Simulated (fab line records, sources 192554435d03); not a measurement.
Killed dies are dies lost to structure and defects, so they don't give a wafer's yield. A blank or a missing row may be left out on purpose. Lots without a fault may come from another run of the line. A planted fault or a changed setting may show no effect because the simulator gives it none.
fab line records | flow n5_finfet
record lots=11 wafers=33 last_day=19
route steps=1938 shown BEOL_M4@1067 MIM_BOT_LITHO@1865 MIM_BOT_ETCH@1868 PASSIVATION@1936
lots that met no fault: from a run of the same line without faults
start_h: hours from the record's first day to the start of the lot's first wafer shown | wait_h: hours since the lot's step before | " the same as in the row above | L1.1+2: a row that stands for several wafers | - no value, or no start given | * or withheld: withheld | < > ~ a bound
route shown NAME@n: a module of which the file shows steps, and the number in the route of the first | usual: mean/standard deviation of fault-free wafers | same: alike in all rows | chamber/n: place in a boat | sites: the reading at each site | _std_site: their standard deviation | _edge_site: outer sites' mean less inner sites' | radius_mm: how far each site lies from the wafer's centre | mask NAME#n: copy n | behind: the tool/chamber that last shaped the wafer | hold: why the lot was held/for how many hours/how that ended | device: the transistor (n, p or np) that didn't switch | end of line: the same wafers' tests at the end of the route | a step without rows: its recipe alone | killed: dies lost to structure and defects at the first sort, not the wafer's yield | map: a wafer's dies, x killed, . not, _ none there
set.NAME: the setting as run; set.NAME@STEP: as run at that earlier step | model.NAME: the simulator's own value behind a step, which no gauge read
steps of the route over a sample of lots; a table a step, a row a wafer
services: from which hour (start_h, from the record's first day; less than 0 if before it) a tool's chamber was out of use, for how many hours, and why
## steps
# step N5_BEOL_M4_VIA_ETCH_34
# recipe chemistry=C4F6/O2 target_depth_a=694 mask_material=SOC pressure_mtorr=15 ion_energy_ev=250 taper_deg=4 time_s=65.9 source_w=350 bias_w=170 Ar_flow_sccm=300 C4F6_flow_sccm=10 O2_flow_sccm=10
# usual drypump_motor_current_A=5.8/0.33 oes_product_au=0.82/0.087 rf_vpp_V=668/8.3 showerhead_plenum_p_Torr=2.83/0.12 throttle_valve_pct=30.86/0.28
# columns lot.wafer tool chamber start_h wait_h drypump_motor_current_A oes_product_au rf_hours_counter_h rf_vpp_V showerhead_plenum_p_Torr throttle_valve_pct
L820.1 rie_diel-04 3 166.92 0.0 6.5 0.69 226 662 2.79 31.15
L820.4 " 0 " " 6.2 0.89 27 671 3.04 31.38
L820.6 " 2 " " 6.0 0.89 - 673 2.78 30.69
L822.1 rie_diel-03 0 205.44 0.0 5.7 0.73 176 680 2.60 30.76
L822.2 " 2 " " 5.6 0.71 183 658 2.86 31.02
L822.4 " 1 " " 5.8 0.97 - 652 2.90 30.46
L829.1 rie_diel-04 0 236.34 0.0 6.2 0.86 51 671 3.02 31.39
L829.3 " 2 " " 6.0 0.87 65 673 2.77 30.75
L829.5 " 2 " " 6.0 0.85 - 673 2.77 30.73
L830.4 rie_diel-04 2 240.91 0.0 6.0 0.86 - 671 2.77 30.75
L830.5 " 0 " " 6.2 0.86 - 670 3.02 31.39
L830.6 " 1 " " 6.0 0.89 - 669 2.77 30.56
L834.1 rie_diel-03 3 272.57 0.0 5.5 0.92 16 678 2.92 30.64
L834.2 " 0 " " 5.7 0.71 200 678 2.59 30.80
L834.4 " 1 " " 5.8 0.89 29 653 2.89 30.48
L835.1 rie_diel-05 3 275.91 0.0 4.9 0.83 81 662 2.99 30.92
L835.5 " 1 " " 5.5 0.84 - 676 2.87 31.03
L835.6 " 2 " " 5.8 0.73 - 673 2.61 31.26
L838.1 rie_diel-03 2 300.40 0.0 5.6 0.69 218 661 2.85 31.04
L838.2 " 0 " " 5.8 0.70 209 679 2.59 30.78
L838.3 " 1 " " 5.8 0.88 37 652 2.89 30.51
L840.2 rie_diel-03 3 305.22 0.0 5.5 0.89 27 679 2.91 30.67
L840.3 " 2 " " 5.6 0.69 219 661 2.85 31.03
L840.4 " 0 " " 5.7 0.70 211 679 2.59 30.80
L836.1 rie_diel-03 3 310.62 0.0 5.5 0.88 30 678 2.91 30.66
L836.4 " 2 " " 5.6 0.69 221 660 2.84 31.06
L836.6 " 1 " " 5.8 0.88 - 653 2.89 30.50
L841.1 rie_diel-03 3 314.47 0.0 5.5 0.88 32 679 2.91 30.68
L841.4 " 0 " " 5.7 0.70 215 678 2.58 30.80
L841.5 " 3 " " 5.5 0.89 - 677 2.91 30.67
L843.3 rie_diel-03 3 336.07 0.0 5.5 0.87 39 678 2.91 30.68
L843.4 " 1 " " 5.8 0.86 48 649 2.88 30.51
L843.5 " 1 " " 5.8 0.86 - 652 2.88 30.50
# step N5_MIM_BOT_LITHO_DESCUM_10
# recipe chemistry=O2 time_s=7.9 source_power_w=50 bias_power_w=20 pressure_mtorr=20 rf_frequency_hz=2.712e+07 temp_c=40 o2_flow_sccm=225
# usual drypump_motor_current_A=5.7/0.37 oes_product_au=0.80/0.079 rf_vpp_V=242.6/1.7 showerhead_plenum_p_Torr=2.06/0.1 throttle_valve_pct=20.53/0.19
# columns lot.wafer tool chamber start_h wait_h drypump_motor_current_A oes_product_au rf_hours_counter_h rf_vpp_V showerhead_plenum_p_Torr throttle_valve_pct
L820.1 rie_diel-04 1 273.42 0.0 6.0 0.85 42 242.8 2.05 20.30
L820.4 " 3 " " 6.4 0.99 5 244.2 2.06 20.54
L820.6 " 3 " " 6.4 0.98 - 242.5 2.06 20.53
L822.1 rie_diel-04 1 321.92 0.0 6.0 0.84 56 242.4 2.04 20.30
L822.2 " 3 " " 6.4 0.93 20 242.0 2.05 20.56
L822.4 " 2 " " 6.0 0.80 95 240.9 2.01 20.43
L830.4 rie_diel-03 3 350.83 0.0 5.6 0.85 44 242.5 2.15 20.37
L830.5 " 3 " " 5.5 0.86 - 243.0 2.15 20.37
L830.6 " 2 " " 5.6 0.67 - 242.4 2.07 20.57
L829.1 rie_diel-03 1 367.19 0.5 5.8 0.86 60 243.4 2.12 20.17
L829.3 " 0 " " 5.7 0.68 233 240.9 1.89 20.63
L829.5 " 0 " " 5.7 0.69 - 240.3 1.89 20.65
L834.1 rie_diel-05 2 380.51 0.0 5.8 0.69 226 239.6 1.89 20.78
L834.2 " 0 " " 5.4 0.87 42 242.6 2.06 20.50
L834.4 " 3 " " 4.9 0.80 114 245.7 2.20 20.50
L835.1 rie_diel-03 3 387.37 0.0 5.5 0.84 58 243.4 2.14 20.40
L835.5 " 0 " " 5.7 0.68 - 239.9 1.89 20.67
L835.6 " 1 " " 5.8 0.85 - 243.5 2.12 20.19
L838.1 rie_diel-04 1 402.39 0.0 6.0 0.81 76 240.9 2.04 20.34
L838.2 " 3 " " 6.5 0.87 52 242.9 2.04 20.61
L838.3 " 2 " " 6.0 0.78 126 241.9 2.00 20.47
L840.2 rie_diel-05 0 413.21 0.0 5.4 0.87 54 242.4 2.06 20.53
L840.3 " 3 " " 4.9 0.80 125 244.7 2.19 20.52
L840.4 " 3 " " 4.9 0.80 - 244.1 2.19 20.52
L836.1 rie_diel-05 2 423.53 0.0 5.8 0.68 240 241.1 1.88 20.80
L836.4 " 1 " " 5.5 0.79 127 243.7 2.12 20.83
L836.6 " 2 " " 5.8 0.68 - 239.7 1.88 20.80
L841.1 rie_diel-05 3 424.27 0.0 4.9 0.79 128 242.8 2.19 20.53
L841.4 " 0 " " 5.4 0.86 57 241.5 2.06 20.52
L841.5 " 0 " " 5.4 0.85 - 241.1 2.06 20.53
L843.3 rie_diel-05 0 442.87 0.0 5.4 0.84 63 243.6 2.06 20.53
L843.4 " 2 " " 5.9 0.68 246 240.1 1.88 20.81
L843.5 " 0 " " 5.4 0.85 - 242.6 2.06 20.52
# step N5_MIM_BOT_ETCH_ETCH_00
# recipe chemistry=Cl2/BCl3 target=TiN target_depth_a=455 ion_energy_ev=150 pressure_mtorr=10 icp_w=1000 bias_w=126 Cl2_flow_sccm=53.25 bcl3_flow_sccm=21.75 Ar_flow_sccm=25
# usual drypump_motor_current_A=5.9/0.34 he_backside_leak_sccm=3.31/0.15 oes_product_au=0.78/0.066 throttle_valve_pct=21.92/0.2
# columns lot.wafer tool chamber start_h wait_h drypump_motor_current_A he_backside_leak_sccm oes_product_au rf_hours_counter_h throttle_valve_pct
L820.1 rie_metal-02 1 273.66 0.1 5.6 3.37 0.70 80 21.91
L820.4 " 1 " " 5.6 3.21 0.69 - 21.93
L820.6 " 1 " " 5.6 3.13 0.70 - 21.90
L822.1 rie_metal-03 1 322.16 0.1 5.8 3.16 0.83 22 21.71
L822.2 " 0 " " 6.0 3.33 0.92 7 22.00
L822.4 " 0 " " 6.0 3.22 0.91 - 22.02
L830.4 rie_metal-02 0 351.12 0.1 6.0 3.45 0.76 - 21.74
L830.5 " 1 " " 5.6 3.26 0.68 - 21.93
L830.6 " 0 " " 6.0 3.43 0.76 - 21.72
L829.1 rie_metal-01 0 367.43 0.1 5.5 3.34 0.75 55 22.29
L829.3 " 0 " " 5.5 3.37 0.75 - 22.30
L829.5 " 0 " " 5.5 3.38 0.75 - 22.30
L834.1 rie_metal-01 1 380.75 0.1 6.6 3.46 0.78 37 21.96
L834.2 " 0 " " 5.5 3.32 0.76 56 22.31
L834.4 " 0 " " 5.5 3.31 0.75 - 22.28
L835.1 rie_metal-02 0 387.61 0.1 6.0 3.40 0.76 49 21.73
L835.5 " 0 " " 6.0 3.31 0.76 - 21.74
L835.6 " 1 " " 5.6 3.15 0.67 - 21.94
L838.1 rie_metal-02 0 402.64 0.1 6.0 3.36 0.75 50 21.75
L838.2 " 1 " " 5.6 3.17 0.67 92 21.94
L838.3 " 0 " " 6.0 3.38 0.75 - 21.73
L840.2 rie_metal-02 0 413.45 0.1 6.0 3.44 0.75 51 21.77
L840.3 " 1 " " 5.6 3.24 0.67 - 21.96
L840.4 " 0 " " 6.0 3.43 0.74 - 21.76
L836.1 rie_metal-02 0 423.86 0.1 6.0 3.40 0.75 52 21.74
L836.4 " 0 " " 6.0 3.49 0.75 - 21.74
L836.6 " 0 " " 6.0 3.40 0.75 - 21.75
L841.1 rie_metal-02 0 424.60 0.1 6.0 3.36 0.75 52 21.75
L841.4 " 0 " " 6.0 3.55 0.75 - 21.74
L841.5 " 0 " " 5.9 3.51 0.75 - 21.74
L843.3 rie_metal-03 1 443.16 0.1 5.9 3.43 0.79 - 21.72
L843.4 " 0 " " 6.0 2.79 0.86 - 22.04
L843.5 " 0 " " 6.0 2.79 0.85 - 22.02
# step N5_PASSIVATION_PROBE_49
# usual defect_limited_yield=91.0/1.4 killed_at_M0_to_M3=36/10 killed_at_M4_up=15/5 killed_at_contacts=12/6.1 killed_at_front_end=40/13 killed_at_other=3.8/2.9 killed_dies=106/16 killed_on_rim=14/4.1 killed_open=68/12 killed_short=35/8.2 sort_bin_5_function=5.2/0.9 sort_bin_6_memory=3.4/0.71 sort_n_pass=1073/17 sort_yield_pct=91.0/1.5
# same gross_dies=1180 killed_at_back_side=0 sort_bin_4_leakage[%]=0 sort_bin_8_speed[%]=0
# columns lot.wafer tool chamber start_h wait_h defect_limited_yield[%] killed_at_M0_to_M3 killed_at_M4_up killed_at_contacts killed_at_front_end killed_at_other killed_dies killed_on_rim killed_open killed_short sort_bin_5_function[%] sort_bin_6_memory[%] sort_n_pass sort_yield_pct[%]
L820.1 prober-01 - 282.25 0.0 91.1 26 18 24 34 3 105 16 68 34 5.7 3.0 1075 91.1
L820.4 prober-01 - 282.40 0.2 90.7 27 17 21 40 5 110 12 78 29 5.1 4.1 1070 90.7
L820.6 prober-01 - 282.50 0.3 91.1 28 16 17 38 6 105 11 59 44 5.3 3.3 1075 91.1
L822.1 prober-02 - 330.79 0.0 91.4 32 12 4 44 9 101 21 59 37 4.8 3.3 1079 91.4
L822.2 prober-02 - 330.84 0.1 93.6 39 10 3 20 4 76 8 50 23 3.6 2.6 1104 93.6
L822.4 prober-02 - 330.94 0.2 90.3 46 7 4 47 10 114 13 69 44 5.4 3.7 1066 90.3
L830.4 prober-02 - 364.57 0.2 93.1 34 7 14 25 1 81 14 53 27 4.7 1.9 1099 93.1
L830.5 prober-02 - 364.62 0.2 83.0 28 138 13 19 3 201 29 55 25 10.9 2.6 979 83.0
L830.6 prober-02 - 364.67 0.3 90.9 44 15 18 28 2 107 19 69 38 4.7 3.7 1073 90.9
L829.1 prober-01 - 377.19 0.4 82.3 26 143 14 23 3 209 22 51 23 10.8 3.4 971 82.3
L829.3 prober-01 - 377.29 0.5 91.5 26 19 18 35 2 100 11 68 30 4.3 3.7 1080 91.5
L829.5 prober-01 - 377.39 0.6 91.4 31 14 14 43 0 102 12 70 23 4.1 3.4 1078 91.4
# killed by level:class
L820.1 MOL_CONTACT_COAG:geometric_particle:open=18 STI_FIN_REVEAL:geometric_particle:open=8 BEOL_M0_SAQP:geometric_particle:short=8 BEOL_M4:geometric_particle:short=7 MOL_CONTACT_COAG:geometric_particle:short=6 BEOL_M3:geometric_particle:open=6 FIN_SAQP:geometric_particle:open=4 GATE_CUT:geometric_particle:open=4
L820.4 STI_FIN_REVEAL:geometric_particle:open=24 MOL_CONTACT_COAG:geometric_particle:open=14 BEOL_M2:geometric_particle:open=9 BEOL_M1:geometric_particle:open=8 MOL_CONTACT_COAG:geometric_particle:short=7 BEOL_M4:geometric_particle:open=7 BEOL_M5:geometric_particle:open=6 FIN_SAQP:geometric_particle:short=4
L820.6 MOL_CONTACT_COAG:geometric_particle:open=12 BEOL_M0_SAQP:geometric_particle:short=8 BEOL_M0_SAQP:geometric_particle:open=7 FIN_SAQP:geometric_particle:short=6 ILD0:geometric_particle:short=5 GATE_CUT:geometric_particle:short=5 MOL_CONTACT_COAG:geometric_particle:short=5 BEOL_M1:geometric_particle:open=5
L822.1 STI_FIN_REVEAL:geometric_particle:open=10 STARTING-WAFER:geometric_particle:open=8 BEOL_M3:geometric_particle:open=7 BEOL_M0_SAQP:geometric_particle:open=6 BEOL_M0_SAQP:geometric_particle:short=5 BEOL_M5:geometric_particle:open=5 HKMG_FIN:area_etch=5 STI_FIN_REVEAL:geometric_particle:short=4
L822.2 BEOL_M1:geometric_particle:open=14 BEOL_M0_SAQP:geometric_particle:open=7 BEOL_M0_SAQP:geometric_particle:short=7 STI_FIN_REVEAL:geometric_particle:open=5 BEOL_M2:geometric_particle:open=4 DUMMY_GATE:geometric_particle:open=3 MOL_CONTACT_COAG:geometric_particle:open=3 BEOL_M5:geometric_particle:open=3
L822.4 FIN_SAQP:geometric_particle:short=15 BEOL_M0_SAQP:geometric_particle:open=14 BEOL_M0_SAQP:geometric_particle:short=10 STI_FIN_REVEAL:geometric_particle:open=9 BEOL_M1:geometric_particle:open=9 BEOL_M2:geometric_particle:open=8 FIN_SAQP:geometric_particle:open=6 DUMMY_GATE:geometric_particle:open=3
L830.4 MOL_CONTACT_COAG:geometric_particle:open=10 BEOL_M2:geometric_particle:open=9 BEOL_M0_SAQP:geometric_particle:open=7 FIN_SAQP:geometric_particle:short=6 BEOL_M0_SAQP:geometric_particle:short=6 BEOL_M1:geometric_particle:open=5 FIN_SAQP:geometric_particle:open=4 MOL_CONTACT_COAG:geometric_particle:short=4
L830.5 BEOL_M4:unspecified=119 MOL_CONTACT_COAG:geometric_particle:open=9 STI_FIN_REVEAL:geometric_particle:open=6 BEOL_M0_SAQP:geometric_particle:short=6 BEOL_M1:geometric_particle:open=6 BEOL_M4:geometric_particle:open=6 BEOL_M0_SAQP:geometric_particle:open=5 BEOL_M2:geometric_particle:open=5
L830.6 MOL_CONTACT_COAG:geometric_particle:open=15 BEOL_M1:geometric_particle:open=9 BEOL_M2:geometric_particle:open=9 BEOL_M4:geometric_particle:open=9 STI_FIN_REVEAL:geometric_particle:open=8 FIN_SAQP:geometric_particle:short=7 BEOL_M3:geometric_particle:short=6 BEOL_M0_SAQP:geometric_particle:open=5
L829.1 BEOL_M4:unspecified=134 MOL_CONTACT_COAG:geometric_particle:open=12 BEOL_M3:geometric_particle:open=7 BEOL_M2:geometric_particle:open=6 BEOL_M0_SAQP:geometric_particle:open=4 STARTING-WAFER:geometric_particle:short=4 FIN_SAQP:geometric_particle:open=3 FIN_SAQP:geometric_particle:short=3
L829.3 FIN_SAQP:geometric_particle:open=13 MOL_CONTACT_COAG:geometric_particle:open=13 BEOL_M4:geometric_particle:open=7 BEOL_M1:geometric_particle:open=7 BEOL_M0_SAQP:geometric_particle:short=5 MOL_CONTACT_COAG:geometric_particle:short=5 BEOL_M0_SAQP:geometric_particle:open=4 BEOL_M2:geometric_particle:open=4
L829.5 MOL_CONTACT_COAG:geometric_particle:open=11 BEOL_M4:geometric_particle:open=10 BEOL_M2:geometric_particle:open=10 HKMG_FIN:area_etch=8 FIN_SAQP:geometric_particle:open=7 BEOL_M3:geometric_particle:open=6 STI_FIN_REVEAL:geometric_particle:open=5 SPACER0:geometric_particle:short=4
## services
# columns tool chamber start_h hours kind
rie_diel-04 3 151.07 9.0 repair
rie_metal-02 1 154.91 5.4 repair
rie_metal-01 - 156.65 15.6 pm
rie_diel-03 1 170.66 - clean
rie_diel-03 1 170.66 - consumable_replace:focus_ring
rie_diel-03 1 170.66 24.9 scheduled_down
rie_diel-03 1 170.66 24.9 vent_cycle
rie_diel-03 2 172.34 8.9 repair
rie_metal-02 - 192.13 0.8 repair
rie_metal-02 - 196.48 1.2 repair
rie_diel-03 3 201.91 - clean
rie_diel-03 3 201.91 - consumable_replace:focus_ring
rie_diel-03 3 201.91 19.4 scheduled_down
rie_diel-05 0 275.61 2.2 repair
rie_diel-03 1 288.45 4.6 repair
rie_diel-04 3 291.79 3.6 repair
rie_diel-05 - 363.83 2.8 pm
rie_diel-03 2 368.27 3.8 repair
rie_diel-05 2 368.47 3.1 repair
rie_diel-04 1 370.42 22.5 repair
rie_metal-02 - 391.03 0.5 repair
rie_diel-05 1 406.84 10.0 repair
rie_diel-05 3 407.26 5.7 repair
rie_metal-02 1 422.24 1.7 repair
## key
first_sign step=N5_PASSIVATION_PROBE_49 reading=killed_at_M4_up direction=up sigmas=25 usual=15 struck=140
effect step=N5_PASSIVATION_PROBE_49 reading=defect_limited_yield direction=down sigmas=6 usual=91.0 struck=82.6
more_kills_born_at N5_BEOL_M4_VIA_ETCH_34@rie_diel-04=253
met_at N5_BEOL_M4_VIA_ETCH_34
struck_lots L829,L830
struck_wafers L829.1,L830.5
not_acting_at N5_MIM_BOT_LITHO_DESCUM_10,N5_MIM_BOT_ETCH_ETCH_00
onset_between 166.92 236.34
fault kind=chamber_particle_source tool=rie_diel-04 chamber=0 onset_h=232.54 steps=N5_BEOL_M4_VIA_ETCH_34 rate_per_visit_cm2=1.8004 end_h=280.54
